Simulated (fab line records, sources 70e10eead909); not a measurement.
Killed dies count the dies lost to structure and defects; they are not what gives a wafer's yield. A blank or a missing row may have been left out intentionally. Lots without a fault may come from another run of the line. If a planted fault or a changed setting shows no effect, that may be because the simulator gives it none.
fab line records / flow nandHarc
record: lots: 5 wafers: 15 lastDay: 24
route steps=1159 shown P_GATE@185 END@1159
lots untouched by any fault: they come from a run of this same line in which no faults occurred
startH: hours from the record's first day to the start of the lot's first wafer shown / waitH: time in hours since the lot's previous step / " as in the row above / L1.1+2: one row covering several wafers at once / - no value present, or no start provided / * or withheld: withheld / < > ~ a bound
route shown NAME@n: a module of which the file shows steps, and the number in the route of the first / usual: mean/standard deviation of fault-free wafers / same: alike in all rows / chamber/n: place in a boat / sites: the reading at each site / _std_site: their standard deviation / _edge_site: inner sites' mean taken away from outer sites' mean / radiusMm: how far each site lies from the wafer's centre / mask NAME#n: copy n / behind: the tool/chamber that last shaped the wafer / hold: the reason the lot was held/the length of the hold in hours/how it ended / device: names the non-switching transistor (n, p or np) / end of line: tests run on the same wafers once the route is complete / a step without rows: its recipe alone / killed: at the first sort, the dies lost to defects and structure; wafer yield is something else / map: dies across one wafer; x = killed, . = not, _ = none there
set.NAME: the run value of the setting; set.NAME@STEP: its run value at that earlier step / model.NAME: the simulator's own value behind a step, which no gauge read
certain route steps with their lots: each step a table, each wafer a row
services: from which hour (startH, from the record's first day; less than 0 if before it) a tool's chamber was out of use, for how many hours, and why
== steps ==
step: NHARC_P_GATE_CD_MEAS_59
recipe: targetCdNm: 720 landingEnergyEv: 500
usual: cdNm: 719.7/1.6
lot.wafer=L669.1 tool=cdSem-02 chamber=0 startH=103.75 waitH=- cdNm=718.8
lot.wafer=L669.3 tool=cdSem-02 chamber=0 startH=103.75 waitH=- cdNm=718.9
lot.wafer=L669.4 tool=cdSem-02 chamber=0 startH=103.75 waitH=- cdNm=720.9
lot.wafer=L670.2 tool=cdSem-03 chamber=0 startH=109.43 waitH=- cdNm=722.2
lot.wafer=L670.3 tool=cdSem-03 chamber=0 startH=109.43 waitH=- cdNm=721.4
lot.wafer=L670.4 tool=cdSem-03 chamber=0 startH=109.43 waitH=- cdNm=721.2
lot.wafer=L681.2 tool=cdSem-01 chamber=0 startH=182.47 waitH=- cdNm=719.7
lot.wafer=L681.4 tool=cdSem-01 chamber=0 startH=182.47 waitH=- cdNm=722.7
lot.wafer=L681.5 tool=cdSem-01 chamber=0 startH=182.47 waitH=- cdNm=721.7
lot.wafer=L689.2 tool=cdSem-01 chamber=0 startH=217.79 waitH=- cdNm=718.7
lot.wafer=L689.5 tool=cdSem-01 chamber=0 startH=217.79 waitH=- cdNm=718.3
lot.wafer=L689.6 tool=cdSem-01 chamber=0 startH=217.79 waitH=- cdNm=719.1
lot.wafer=L690.4 tool=cdSem-03 chamber=0 startH=228.52 waitH=- cdNm=714.8
lot.wafer=L690.5 tool=cdSem-03 chamber=0 startH=228.52 waitH=- cdNm=713.3
lot.wafer=L690.6 tool=cdSem-03 chamber=0 startH=228.52 waitH=- cdNm=716.7
step: NHARC_P_GATE_HARDBAKE_60
recipe: tempC: 125 timeS: 80
step: NHARC_P_GATE_DESCUM_61
recipe: timeS: 3 o2FlowSccm: 200 arFlowSccm: 0 biasPowerW: 0 chemistry: O2
usual: drypumpMotorCurrentA: 5.8/0.48 oesProductAu: 1.004/0.011 rfVppV: 57.8/0.84 showerheadPlenumPTorr: 1.90/0.075 throttleValvePct: 11.311/0.009
lot.wafer=L669.4 tool=rieDiel-10 chamber=0 startH=103.93 waitH=- drypumpMotorCurrentA=5.7 oesProductAu=0.986 rfHoursCounterH=38 rfVppV=56.0 showerheadPlenumPTorr=1.86 throttleValvePct=11.308
lot.wafer=L669.1 tool=rieDiel-10 chamber=1 startH=103.93 waitH=- drypumpMotorCurrentA=5.4 oesProductAu=0.991 rfHoursCounterH=39 rfVppV=59.3 showerheadPlenumPTorr=2.03 throttleValvePct=11.310
lot.wafer=L669.3 tool=rieDiel-10 chamber=3 startH=103.93 waitH=- drypumpMotorCurrentA=5.8 oesProductAu=1.000 rfHoursCounterH=37 rfVppV=57.0 showerheadPlenumPTorr=1.91 throttleValvePct=11.299
lot.wafer=L670.4 tool=rieDiel-12 chamber=2 startH=109.60 waitH=- drypumpMotorCurrentA=6.3 oesProductAu=1.003 rfHoursCounterH=14 rfVppV=58.4 showerheadPlenumPTorr=2.05 throttleValvePct=11.311
lot.wafer=L670.3 tool=rieDiel-12 chamber=3 startH=109.60 waitH=- drypumpMotorCurrentA=5.3 oesProductAu=1.001 rfHoursCounterH=13 rfVppV=58.5 showerheadPlenumPTorr=1.99 throttleValvePct=11.302
lot.wafer=L670.2 tool=rieDiel-12 chamber=0 startH=109.60 waitH=- drypumpMotorCurrentA=5.4 oesProductAu=0.995 rfHoursCounterH=15 rfVppV=56.2 showerheadPlenumPTorr=1.78 throttleValvePct=11.300
lot.wafer=L681.2 tool=rieDiel-12 chamber=3 startH=182.63 waitH=- drypumpMotorCurrentA=5.4 oesProductAu=1.020 rfHoursCounterH=25 rfVppV=58.1 showerheadPlenumPTorr=1.98 throttleValvePct=11.315
lot.wafer=L681.4 tool=rieDiel-12 chamber=2 startH=182.63 waitH=- drypumpMotorCurrentA=6.2 oesProductAu=0.993 rfHoursCounterH=26 rfVppV=58.4 showerheadPlenumPTorr=2.05 throttleValvePct=11.320
lot.wafer=L681.5 tool=rieDiel-12 chamber=3 startH=182.63 waitH=- drypumpMotorCurrentA=5.3 oesProductAu=1.017 rfHoursCounterH=- rfVppV=58.8 showerheadPlenumPTorr=1.98 throttleValvePct=11.311
lot.wafer=L689.2 tool=rieDiel-13 chamber=0 startH=217.96 waitH=- drypumpMotorCurrentA=5.7 oesProductAu=1.014 rfHoursCounterH=40 rfVppV=58.8 showerheadPlenumPTorr=1.92 throttleValvePct=11.310
lot.wafer=L689.6 tool=rieDiel-13 chamber=3 startH=217.96 waitH=- drypumpMotorCurrentA=6.2 oesProductAu=1.013 rfHoursCounterH=- rfVppV=58.4 showerheadPlenumPTorr=1.89 throttleValvePct=11.306
lot.wafer=L689.5 tool=rieDiel-13 chamber=0 startH=217.96 waitH=- drypumpMotorCurrentA=5.7 oesProductAu=1.002 rfHoursCounterH=- rfVppV=56.9 showerheadPlenumPTorr=1.92 throttleValvePct=11.315
lot.wafer=L690.4 tool=rieDiel-13 chamber=3 startH=228.71 waitH=- drypumpMotorCurrentA=6.2 oesProductAu=1.006 rfHoursCounterH=44 rfVppV=56.7 showerheadPlenumPTorr=1.88 throttleValvePct=11.305
lot.wafer=L690.6 tool=rieDiel-13 chamber=0 startH=228.71 waitH=- drypumpMotorCurrentA=5.7 oesProductAu=1.010 rfHoursCounterH=- rfVppV=59.0 showerheadPlenumPTorr=1.92 throttleValvePct=11.317
lot.wafer=L690.5 tool=rieDiel-13 chamber=1 startH=228.71 waitH=- drypumpMotorCurrentA=6.6 oesProductAu=1.009 rfHoursCounterH=- rfVppV=56.9 showerheadPlenumPTorr=1.89 throttleValvePct=11.318
step: NHARC_P_GATE_IMPLANT_62
recipe: energyKev: 20 doseCm2: 3e+15 tiltDeg: 7
step: NHARC_P_GATE_STRIP_112
recipe: powerW: 1500 tempC: 110 timeS: 200 chemistry: N2/H2
usual: drypumpMotorCurrentA: 5.9/0.44 heaterPowerW: 83/3.4 tempC: 109.98/0.12
lot.wafer=L669.1 tool=plasmaAsher-02 chamber=0 startH=104.34 waitH=0.2 drypumpMotorCurrentA=6.1 heaterPowerW=79 rfHoursCounterH=31 tempC=109.88
lot.wafer=L669.4 tool=plasmaAsher-02 chamber=1 startH=104.34 waitH=0.2 drypumpMotorCurrentA=5.3 heaterPowerW=82 rfHoursCounterH=- tempC=110.27
lot.wafer=L669.3 tool=plasmaAsher-02 chamber=0 startH=104.34 waitH=0.2 drypumpMotorCurrentA=6.1 heaterPowerW=78 rfHoursCounterH=- tempC=109.85
lot.wafer=L670.2 tool=plasmaAsher-02 chamber=1 startH=110.00 waitH=0.2 drypumpMotorCurrentA=5.3 heaterPowerW=78 rfHoursCounterH=34 tempC=110.06
lot.wafer=L670.3 tool=plasmaAsher-02 chamber=0 startH=110.00 waitH=0.2 drypumpMotorCurrentA=6.1 heaterPowerW=81 rfHoursCounterH=- tempC=109.98
lot.wafer=L670.4 tool=plasmaAsher-02 chamber=1 startH=110.00 waitH=0.2 drypumpMotorCurrentA=5.3 heaterPowerW=82 rfHoursCounterH=- tempC=109.94
lot.wafer=L681.2 tool=plasmaAsher-02 chamber=1 startH=183.05 waitH=0.2 drypumpMotorCurrentA=5.3 heaterPowerW=79 rfHoursCounterH=62 tempC=110.14
lot.wafer=L681.4 tool=plasmaAsher-02 chamber=0 startH=183.05 waitH=0.2 drypumpMotorCurrentA=6.1 heaterPowerW=78 rfHoursCounterH=- tempC=110.13
lot.wafer=L681.5 tool=plasmaAsher-02 chamber=0 startH=183.05 waitH=0.2 drypumpMotorCurrentA=6.1 heaterPowerW=79 rfHoursCounterH=- tempC=110.23
lot.wafer=L689.2 tool=plasmaAsher-01 chamber=0 startH=218.36 waitH=0.2 drypumpMotorCurrentA=6.4 heaterPowerW=85 rfHoursCounterH=35 tempC=109.80
lot.wafer=L689.6 tool=plasmaAsher-01 chamber=1 startH=218.36 waitH=0.2 drypumpMotorCurrentA=6.2 heaterPowerW=88 rfHoursCounterH=- tempC=109.95
lot.wafer=L689.5 tool=plasmaAsher-01 chamber=0 startH=218.36 waitH=0.2 drypumpMotorCurrentA=6.4 heaterPowerW=86 rfHoursCounterH=- tempC=110.00
lot.wafer=L690.4 tool=plasmaAsher-02 chamber=1 startH=229.18 waitH=0.2 drypumpMotorCurrentA=5.3 heaterPowerW=81 rfHoursCounterH=- tempC=109.82
lot.wafer=L690.5 tool=plasmaAsher-02 chamber=0 startH=229.18 waitH=0.2 drypumpMotorCurrentA=6.1 heaterPowerW=80 rfHoursCounterH=- tempC=109.93
lot.wafer=L690.6 tool=plasmaAsher-02 chamber=1 startH=229.18 waitH=0.2 drypumpMotorCurrentA=5.3 heaterPowerW=81 rfHoursCounterH=- tempC=109.87
step: NHARC_P_GATE_STRIP_76
recipe: powerW: 1500 tempC: 250 chemistry: O2
usual: drypumpMotorCurrentA: 5.9/0.44 heaterPowerW: 310/13 tempC: 249.99/0.18
lot.wafer=L669.1 tool=plasmaAsher-02 chamber=0 startH=104.57 waitH=0.2 drypumpMotorCurrentA=6.1 heaterPowerW=305 rfHoursCounterH=32 tempC=249.91
lot.wafer=L669.4 tool=plasmaAsher-02 chamber=1 startH=104.57 waitH=0.2 drypumpMotorCurrentA=5.3 heaterPowerW=292 rfHoursCounterH=- tempC=249.79
lot.wafer=L669.3 tool=plasmaAsher-02 chamber=0 startH=104.57 waitH=0.2 drypumpMotorCurrentA=6.1 heaterPowerW=292 rfHoursCounterH=- tempC=250.06
lot.wafer=L670.2 tool=plasmaAsher-02 chamber=1 startH=110.24 waitH=0.2 drypumpMotorCurrentA=5.3 heaterPowerW=307 rfHoursCounterH=34 tempC=250.00
lot.wafer=L670.3 tool=plasmaAsher-02 chamber=0 startH=110.24 waitH=0.2 drypumpMotorCurrentA=6.1 heaterPowerW=299 rfHoursCounterH=- tempC=249.95
lot.wafer=L670.4 tool=plasmaAsher-02 chamber=1 startH=110.24 waitH=0.2 drypumpMotorCurrentA=5.3 heaterPowerW=306 rfHoursCounterH=- tempC=249.95
lot.wafer=L681.2 tool=plasmaAsher-02 chamber=1 startH=183.28 waitH=0.2 drypumpMotorCurrentA=5.3 heaterPowerW=304 rfHoursCounterH=62 tempC=250.02
lot.wafer=L681.4 tool=plasmaAsher-02 chamber=0 startH=183.28 waitH=0.2 drypumpMotorCurrentA=6.1 heaterPowerW=305 rfHoursCounterH=- tempC=250.04
lot.wafer=L681.5 tool=plasmaAsher-02 chamber=0 startH=183.28 waitH=0.2 drypumpMotorCurrentA=6.1 heaterPowerW=304 rfHoursCounterH=- tempC=249.85
lot.wafer=L689.2 tool=plasmaAsher-01 chamber=0 startH=218.59 waitH=0.2 drypumpMotorCurrentA=6.3 heaterPowerW=306 rfHoursCounterH=36 tempC=249.76
lot.wafer=L689.6 tool=plasmaAsher-01 chamber=1 startH=218.59 waitH=0.2 drypumpMotorCurrentA=6.3 heaterPowerW=335 rfHoursCounterH=- tempC=250.31
lot.wafer=L689.5 tool=plasmaAsher-01 chamber=0 startH=218.59 waitH=0.2 drypumpMotorCurrentA=6.4 heaterPowerW=329 rfHoursCounterH=- tempC=249.96
lot.wafer=L690.4 tool=plasmaAsher-02 chamber=1 startH=229.34 waitH=0.1 drypumpMotorCurrentA=5.3 heaterPowerW=303 rfHoursCounterH=- tempC=250.19
lot.wafer=L690.5 tool=plasmaAsher-02 chamber=0 startH=229.34 waitH=0.1 drypumpMotorCurrentA=6.1 heaterPowerW=316 rfHoursCounterH=- tempC=249.86
lot.wafer=L690.6 tool=plasmaAsher-02 chamber=1 startH=229.34 waitH=0.1 drypumpMotorCurrentA=5.3 heaterPowerW=304 rfHoursCounterH=- tempC=250.26
step: NHARC_P_GATE_STRIP_63
recipe: timeS: 900 tempC: 130 chemistry: SPM
step: NHARC_P_GATE_DEHYDRATE_83
recipe: tempC: 150 timeS: 120
step: NHARC_P_GATE_HMDS_84
recipe: timeS: 30
step: NHARC_P_GATE_COAT_85
recipe: spinRpm: 3000
step: NHARC_P_GATE_SOFTBAKE_86
recipe: tempC: 122 timeS: 95
step: NHARC_P_GATE_EBR_87
step: NHARC_P_GATE_EXPOSE_88
recipe: na: 0.6 targetCdNm: 2000 doseMj: 11.87 maskId: P_HVN
lot.wafer=L669.1+3+4 tool=krfScanner-02 chamber=0 startH=105.21 waitH=- mask=P_HVN#0
lot.wafer=L670.2+3+4 tool=krfScanner-01 chamber=0 startH=111.00 waitH=- mask=P_HVN#0
lot.wafer=L681.2+4+5 tool=krfScanner-02 chamber=0 startH=184.04 waitH=- mask=P_HVN_R1#0
lot.wafer=L689.2+5+6 tool=krfScanner-04 chamber=0 startH=219.35 waitH=- mask=P_HVN#0
lot.wafer=L690.4+5+6 tool=krfScanner-04 chamber=0 startH=229.97 waitH=- mask=P_HVN#0
step: NHARC_P_GATE_PEB_89
recipe: pebTempC: 118 pebTimeS: 85
step: NHARC_P_GATE_DEVELOP_90
recipe: timeS: 70
step: NHARC_P_GATE_CD_MEAS_91
recipe: targetCdNm: 2000 landingEnergyEv: 500
usual: cdNm: 1999.8/1.6
lot.wafer=L669.1 tool=cdSem-01 chamber=0 startH=105.38 waitH=- cdNm=1998.7
lot.wafer=L669.3 tool=cdSem-01 chamber=0 startH=105.38 waitH=- cdNm=2001.4
lot.wafer=L669.4 tool=cdSem-01 chamber=0 startH=105.38 waitH=- cdNm=2001.3
lot.wafer=L670.2 tool=cdSem-03 chamber=0 startH=111.16 waitH=- cdNm=1998.4
lot.wafer=L670.3 tool=cdSem-03 chamber=0 startH=111.16 waitH=- cdNm=2000.9
lot.wafer=L670.4 tool=cdSem-03 chamber=0 startH=111.16 waitH=- cdNm=2001.0
lot.wafer=L681.2 tool=cdSem-02 chamber=0 startH=184.19 waitH=- cdNm=1899.0
lot.wafer=L681.4 tool=cdSem-02 chamber=0 startH=184.19 waitH=- cdNm=1896.6
lot.wafer=L681.5 tool=cdSem-02 chamber=0 startH=184.19 waitH=- cdNm=1896.1
lot.wafer=L689.2 tool=cdSem-02 chamber=0 startH=219.50 waitH=- cdNm=2002.0
lot.wafer=L689.5 tool=cdSem-02 chamber=0 startH=219.50 waitH=- cdNm=1997.6
lot.wafer=L689.6 tool=cdSem-02 chamber=0 startH=219.50 waitH=- cdNm=2000.3
lot.wafer=L690.4 tool=cdSem-02 chamber=0 startH=230.12 waitH=- cdNm=1999.7
lot.wafer=L690.5 tool=cdSem-02 chamber=0 startH=230.12 waitH=- cdNm=2001.2
lot.wafer=L690.6 tool=cdSem-02 chamber=0 startH=230.12 waitH=- cdNm=2001.4
step: NHARC_P_GATE_HARDBAKE_92
recipe: tempC: 125 timeS: 80
step: NHARC_P_GATE_DESCUM_93
recipe: timeS: 3 o2FlowSccm: 200 arFlowSccm: 0 biasPowerW: 0 chemistry: O2
usual: drypumpMotorCurrentA: 5.7/0.49 oesProductAu: 1.002/0.0097 rfVppV: 57.7/0.87 showerheadPlenumPTorr: 1.91/0.083 throttleValvePct: 11.312/0.0084
lot.wafer=L669.1 tool=rieDiel-12 chamber=3 startH=105.92 waitH=- drypumpMotorCurrentA=5.3 oesProductAu=1.014 rfHoursCounterH=13 rfVppV=58.3 showerheadPlenumPTorr=1.99 throttleValvePct=11.312 model.P_GATE.cdNm=1998
lot.wafer=L669.4 tool=rieDiel-12 chamber=0 startH=105.92 waitH=- drypumpMotorCurrentA=5.5 oesProductAu=1.010 rfHoursCounterH=15 rfVppV=57.4 showerheadPlenumPTorr=1.78 throttleValvePct=11.318 model.P_GATE.cdNm=2002
lot.wafer=L669.3 tool=rieDiel-12 chamber=1 startH=105.92 waitH=- drypumpMotorCurrentA=6.6 oesProductAu=1.007 rfHoursCounterH=13 rfVppV=58.6 showerheadPlenumPTorr=1.88 throttleValvePct=11.310 model.P_GATE.cdNm=2001
lot.wafer=L670.2 tool=rieDiel-10 chamber=3 startH=111.33 waitH=- drypumpMotorCurrentA=5.8 oesProductAu=1.010 rfHoursCounterH=39 rfVppV=56.2 showerheadPlenumPTorr=1.91 throttleValvePct=11.311 model.P_GATE.cdNm=1999
lot.wafer=L670.3 tool=rieDiel-10 chamber=0 startH=111.33 waitH=- drypumpMotorCurrentA=5.7 oesProductAu=0.982 rfHoursCounterH=40 rfVppV=57.2 showerheadPlenumPTorr=1.86 throttleValvePct=11.323 model.P_GATE.cdNm=2001
lot.wafer=L670.4 tool=rieDiel-10 chamber=1 startH=111.33 waitH=- drypumpMotorCurrentA=5.4 oesProductAu=0.998 rfHoursCounterH=42 rfVppV=59.5 showerheadPlenumPTorr=2.03 throttleValvePct=11.305 model.P_GATE.cdNm=2001
lot.wafer=L681.4 tool=rieDiel-13 chamber=0 startH=184.35 waitH=- drypumpMotorCurrentA=5.7 oesProductAu=0.994 rfHoursCounterH=28 rfVppV=57.9 showerheadPlenumPTorr=1.93 throttleValvePct=11.318 model.P_GATE.cdNm=1896
lot.wafer=L681.2 tool=rieDiel-13 chamber=2 startH=184.35 waitH=- drypumpMotorCurrentA=5.9 oesProductAu=1.009 rfHoursCounterH=28 rfVppV=59.0 showerheadPlenumPTorr=1.83 throttleValvePct=11.308 model.P_GATE.cdNm=1900
lot.wafer=L681.5 tool=rieDiel-13 chamber=0 startH=184.35 waitH=- drypumpMotorCurrentA=5.7 oesProductAu=1.005 rfHoursCounterH=- rfVppV=57.4 showerheadPlenumPTorr=1.92 throttleValvePct=11.324 model.P_GATE.cdNm=1896
lot.wafer=L689.2 tool=rieDiel-10 chamber=0 startH=219.70 waitH=- drypumpMotorCurrentA=5.7 oesProductAu=1.003 rfHoursCounterH=10 rfVppV=58.2 showerheadPlenumPTorr=1.85 throttleValvePct=11.314 model.P_GATE.cdNm=2001
lot.wafer=L689.5 tool=rieDiel-10 chamber=1 startH=219.70 waitH=- drypumpMotorCurrentA=5.4 oesProductAu=1.000 rfHoursCounterH=- rfVppV=57.5 showerheadPlenumPTorr=2.02 throttleValvePct=11.315 model.P_GATE.cdNm=1999
lot.wafer=L689.6 tool=rieDiel-10 chamber=2 startH=219.70 waitH=- drypumpMotorCurrentA=5.0 oesProductAu=1.001 rfHoursCounterH=- rfVppV=58.1 showerheadPlenumPTorr=1.85 throttleValvePct=11.317 model.P_GATE.cdNm=2000
lot.wafer=L690.4 tool=rieDiel-10 chamber=2 startH=230.30 waitH=- drypumpMotorCurrentA=5.0 oesProductAu=1.003 rfHoursCounterH=15 rfVppV=54.5 showerheadPlenumPTorr=1.85 throttleValvePct=11.309 model.P_GATE.cdNm=2000
lot.wafer=L690.6 tool=rieDiel-10 chamber=1 startH=230.30 waitH=- drypumpMotorCurrentA=5.4 oesProductAu=0.989 rfHoursCounterH=- rfVppV=56.5 showerheadPlenumPTorr=2.02 throttleValvePct=11.330 model.P_GATE.cdNm=2002
lot.wafer=L690.5 tool=rieDiel-10 chamber=2 startH=230.30 waitH=- drypumpMotorCurrentA=5.0 oesProductAu=0.995 rfHoursCounterH=- rfVppV=58.3 showerheadPlenumPTorr=1.85 throttleValvePct=11.300 model.P_GATE.cdNm=2002
step: NHARC_P_GATE_IMPLANT_94
recipe: energyKev: 60 doseCm2: 2e+15 tiltDeg: 7
step: NHARC_END_SORT_01
recipe: tempC: 25
usual: killedAtArray: 27/8 killedAtOther: 0.8/1.2 killedAtPeriphery: 3.3/2.3 killedDies: 31/8.8 killedOpen: 3.2/2.1 killedShort: 2.1/1.4
same: grossDies: 677
lot.wafer=L681.4 tool=prober-01 chamber=0 startH=510.85 waitH=3.4 killedAtArray=18 killedAtOther=6 killedAtPeriphery=4 killedDies=28 killedOpen=5 killedShort=1
killed by level:class
L681.4 A_SLIT:chamberFilmFlake=8 THIN_TSV:chamberFilmFlake=6 A_CHANNEL_HOLE_D1:chamberFilmFlake=5 P_M0:geometricParticle:open=2 P_M1:geometricParticle:open=1 A_SGD_CUT:geometricParticle:open=1 A_WL_FILL:geometricParticle:short=1 A_CONTACT:geometricParticle:open=1
== services ==
tool=krfScanner-01 chamber=- startH=82.94 hours=5.7 kind=repair
tool=rieDiel-13 chamber=- startH=99.04 hours=9.0 kind=pm
tool=plasmaAsher-01 chamber=- startH=99.20 hours=9.0 kind=pm
tool=plasmaAsher-01 chamber=- startH=110.25 hours=13.7 kind=repair
tool=krfScanner-04 chamber=- startH=126.00 hours=4.0 kind=pm
tool=krfScanner-01 chamber=- startH=132.11 hours=1.1 kind=repair
tool=rieDiel-10 chamber=3 startH=135.29 hours=5.7 kind=repair
tool=krfScanner-02 chamber=- startH=141.19 hours=0.5 kind=repair
tool=plasmaAsher-01 chamber=- startH=151.27 hours=1.7 kind=repair
tool=rieDiel-12 chamber=1 startH=151.90 hours=5.1 kind=repair
tool=rieDiel-13 chamber=1 startH=153.99 hours=7.6 kind=repair
tool=rieDiel-12 chamber=- startH=157.18 hours=0.4 kind=repair
tool=krfScanner-02 chamber=- startH=160.43 hours=2.5 kind=repair
tool=krfScanner-01 chamber=- startH=164.14 hours=0.3 kind=repair
tool=krfScanner-01 chamber=- startH=167.30 hours=0.5 kind=repair
tool=plasmaAsher-02 chamber=- startH=174.65 hours=0.9 kind=repair
tool=rieDiel-10 chamber=- startH=177.11 hours=9.0 kind=pm
tool=plasmaAsher-02 chamber=- startH=185.16 hours=9.0 kind=pm
tool=plasmaAsher-02 chamber=0 startH=185.16 hours=9.0 kind=ventCycle
tool=rieDiel-12 chamber=- startH=202.40 hours=9.0 kind=pm
tool=krfScanner-02 chamber=- startH=210.00 hours=4.0 kind=pm
tool=plasmaAsher-02 chamber=- startH=215.56 hours=1.7 kind=repair
tool=rieDiel-12 chamber=2 startH=222.07 hours=8.8 kind=repair
tool=rieDiel-12 chamber=1 startH=225.80 hours=1.7 kind=repair
== key ==
firstSign: step: NHARC_P_GATE_EXPOSE_88 reading: mask direction: changed
effect: step: NHARC_P_GATE_CD_MEAS_91 reading: cdNm direction: down sigmas: 64 usual: 1999.8 struck: 1897.2
modelEffect: step: NHARC_P_GATE_DESCUM_93 value: P_GATE.cdNm without: 2000 struck: 1897
metAt NHARC_P_GATE_EXPOSE_88
struckWafers L681.2,L681.4,L681.5
testerLeftOut L681
onsetBetween 105.21 184.04
fault: kind: wrongMask tool: any chamber: - onsetH: 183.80 steps: NHARC_P_GATE_EXPOSE_88 auxCopy: P_HVN_R1#0 cdOffsetNm: -102.25 scope: struckLotsOnly
testerLeftOut: of these lots the tester's yield and bins aren't shown, on N5 and GAA mostly nor the transistor test; their killed dies are dies lost to structure and defects alone, not to doping, threshold or leakage, so they don't give the yield
